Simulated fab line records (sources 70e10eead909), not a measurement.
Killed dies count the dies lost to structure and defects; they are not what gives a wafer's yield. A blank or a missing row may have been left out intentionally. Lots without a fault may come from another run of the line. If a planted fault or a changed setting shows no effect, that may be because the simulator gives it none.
Chamber matching    flow nand harc    NHARC_A_WL_FILL_CMP_12 on cmp-01: 4 sister chambers
The step polishes, t overpolish 30 s, target thk 75 nm. 8 wafers are shown with their chamber, then 8 later ones without.

== WAFERS WITH THEIR CHAMBER ==
wafer   chamber  motor current A (A)  time to endpoint s (s)
L079.6  3        13.1                 17.1
L083.2  0        12.1                 17.7
L084.2  3        12.1                 16.1
L084.5  0        11.6                 17.2
L088.1  2        10.2                 15.6
L088.4  1        12.3                 13.4
L088.6  2        10.4                 15.4
L091.2  1        12.2                 14.9

== WAFERS WITHOUT THEIR CHAMBER ==
wafer   motor current A (A)  time to endpoint s (s)
L091.3  12.2                 13.5
L091.5  12.1                 17.1
L094.1  13.0                 15.3
L094.4  9.7                  13.5
L094.5  12.0                 14.5
L096.2  12.2                 16.1
L096.3  12.3                 17.9
L096.4  12.6                 15.6

== WHICH CHAMBER EACH ONE RAN IN ==
wafer    from the rows above            in truth
L091.3   1                              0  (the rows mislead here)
L091.5   can't be placed: 0 or 3        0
L094.1   can't be placed: 3 or 1        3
L094.4   2                              2
L094.5   1                              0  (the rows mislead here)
L096.2   can't be placed: 3 or 0 or 1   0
L096.3   can't be placed: 0 or 3        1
L096.4   can't be placed: 3 or 1 or 0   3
Correctly placed: 1 of 8. Unplaceable from these rows: 5, with the true chamber sitting among the candidates in 4. Placed wrongly: 2.
How it was worked out, from the rows above alone: a wafer's distance from a chamber is the root of the sum, over the readings, of the square of ((its reading less the chamber's mean) divided by the reading's scatter). If the next closest chamber is less than 2 further off than the closest, the wafer can't be placed; otherwise it belongs to the closest. The mean given for a chamber averages the wafers shown for that chamber. The scatter: take each reading less its chamber's mean, square it, sum over the shown wafers, divide by the number of wafers less the number of chambers, and take the root.
